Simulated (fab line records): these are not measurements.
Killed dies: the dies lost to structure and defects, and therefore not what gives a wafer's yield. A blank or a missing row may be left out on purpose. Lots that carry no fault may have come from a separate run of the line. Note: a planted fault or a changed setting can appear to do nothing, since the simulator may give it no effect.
A struck lot beside a sound one ; flow n5Finfet ; 39 steps out of a route of 1938
Sound: wafers L723.1, L723.2, L723.6. The struck wafers were L720.1, L720.3, L720.5. The cause is given at the end.
For every step that has rows: the tool of each side, followed by ch and its chambers, followed by its first start. Under that, the readings that differ: sound wafers ; struck wafers ; difference of the means ; sigmas: that difference in standard deviations of wafers without a fault.
alike: readings with means less than 2 such deviations apart, plus words and numbers identical on both sides. not compared: withheld readings, readings lacking a value on some wafer, bounds such as >300 that could conceal the same value, and numbers that have no deviation in the record and whose values overlap.
Wherever a step has rows on one side only, a row that says differs or no value, or a row with sigmas, the two part there. Numbers that don't overlap but have no deviation are shown without sigmas and don't part them. Lack of a reading on every wafer of one side parts them only where that side has two or more wafers.

first, 11 steps without rows for these wafers: N5_ZERO_LAYER_HMDS_04 (time 60 s); N5_ZERO_LAYER_COAT_05 (resist thk 1000 nm); N5_ZERO_LAYER_EBR_07; N5_ZERO_LAYER_SOFTBAKE_06 (time 90 s); N5_ZERO_LAYER_EXPOSE_08 (exposes mask ZERO, defocus 0 nm, target cd 2000 nm); N5_ZERO_LAYER_PEB_09; N5_ZERO_LAYER_DEVELOP_10 (develop time 60 s); N5_ZERO_LAYER_HARDBAKE_23 (time 120 s); N5_ZERO_LAYER_DESCUM_16 (chemistry O2, time 7.9 s); N5_ZERO_LAYER_ETCH_17 (etches SiO2 in CF4, target depth 12 nm, time 13.3 s); N5_ZERO_LAYER_ETCH_18 (etches Si in HBr/Cl2, target depth 120 nm, time 40 s).
N5_ZERO_LAYER_STRIP_24: strips in O2.
  sound on plasmaAsher-02 ch 0,1, day 7 06:53; struck on plasmaAsher-01 ch 0,1, day 6 13:02
reading;sound;struck;difference;sigmas
oesProductAu (a.u.);0.645 0.642 0.639;0.655 0.659 0.650;+0.013;+3
  alike: chamberPressureMTorr, drypumpMotorCurrentA, heaterPowerW, stripTimeToEndpointS
  not compared: rfHoursCounterH
then, 1 step without rows for these wafers: N5_ZERO_LAYER_STRIP_19 (strips in SPM, time 900 s).
N5_ZERO_LAYER_INSPECT_20: inspects for defects (darkfield).
  sound: defectInspect-02 at day 7 07:16; struck: defectInspect-01 at day 6 13:25
reading;sound;struck;difference;sigmas
rawDefectCount;83 67 49;949 977 921;+883;+59
then, 8 steps without rows for these wafers: N5_WELL_APT_HMDS_01 (time 60 s); N5_WELL_APT_COAT_02 (resist thk 950 nm); N5_WELL_APT_EBR_04; N5_WELL_APT_SOFTBAKE_03 (time 60 s); N5_WELL_APT_EXPOSE_05 (exposes mask NWELL, defocus 0 nm, target cd 200 nm); N5_WELL_APT_PEB_06 (peb time 90 s); N5_WELL_APT_DEVELOP_07 (develop time 45 s); N5_WELL_APT_HARDBAKE_12 (time 120 s).
N5_WELL_APT_INSPECT_10: inspects for defects (macro).
  sound: defectInspect-02 at day 7 07:59; struck: defectInspect-01 at day 6 13:54
reading;sound;struck;difference;sigmas
rawDefectCount;2 1 3;>300 >300 >300;differs;
then, 12 steps without rows for these wafers: N5_WELL_APT_DESCUM_13 (chemistry O2, time 7.9 s); N5_WELL_APT_IMPLANT_14; N5_WELL_APT_IMPLANT_15; N5_WELL_APT_STRIP_16 (strips in SPM, time 900 s); N5_WELL_APT_HMDS_18 (time 60 s); N5_WELL_APT_COAT_19 (resist thk 950 nm); N5_WELL_APT_EBR_21; N5_WELL_APT_SOFTBAKE_20 (time 60 s); N5_WELL_APT_EXPOSE_22 (exposes mask PWELL, defocus 0 nm, target cd 200 nm); N5_WELL_APT_PEB_23 (peb time 90 s); N5_WELL_APT_DEVELOP_24 (develop time 45 s); N5_WELL_APT_HARDBAKE_29 (time 120 s).
N5_WELL_APT_INSPECT_27: inspects for defects (macro).
  sound: defectInspect-02 at day 7 09:18; struck: defectInspect-02 at day 6 15:19
reading;sound;struck;difference;sigmas
rawDefectCount;0 0 4;>300 >300 >300;differs;
then, 1 step without rows for these wafers: N5_WELL_APT_DESCUM_30 (chemistry O2, time 7.9 s).
N5_WELL_APT_INSPECT_38: inspects for defects (darkfield).
  sound: defectInspect-02 at day 7 11:13; struck: defectInspect-01 at day 6 17:39
reading;sound;struck;difference;sigmas
rawDefectCount;15 16 9;935 977 916;+929;+99 or more
-- here the record skips 6 days between the struck wafers' starts before and after, leaving off in module WELL_APT and picking up in module BEOL_M4 (first step shown: number 1111 of the route) --
N5_BEOL_M4_RC_MEAS_101:
  sound on prober-02 ch 0, day 13 20:15; struck on prober-01 ch 0, day 12 19:57
reading;sound;struck;difference;sigmas
VT_P (mV);-259.8 -257.3 -252.9;-249.7 -251.3 -248.3;+6.9;+2
  alike: DIBL_N, DIBL_P, IOFF_N, IOFF_P, ION_N, ION_P, SS_N, SS_P, VT_N

## WHERE THEY PART
Earliest at N5_ZERO_LAYER_STRIP_24; latest, in this record, at N5_BEOL_M4_RC_MEAS_101.

WHY: the cause the simulator had injected
Chamber particle source: plasmaAsher-01, from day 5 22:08 on, at N5_ZERO_LAYER_STRIP_24. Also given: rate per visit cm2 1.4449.
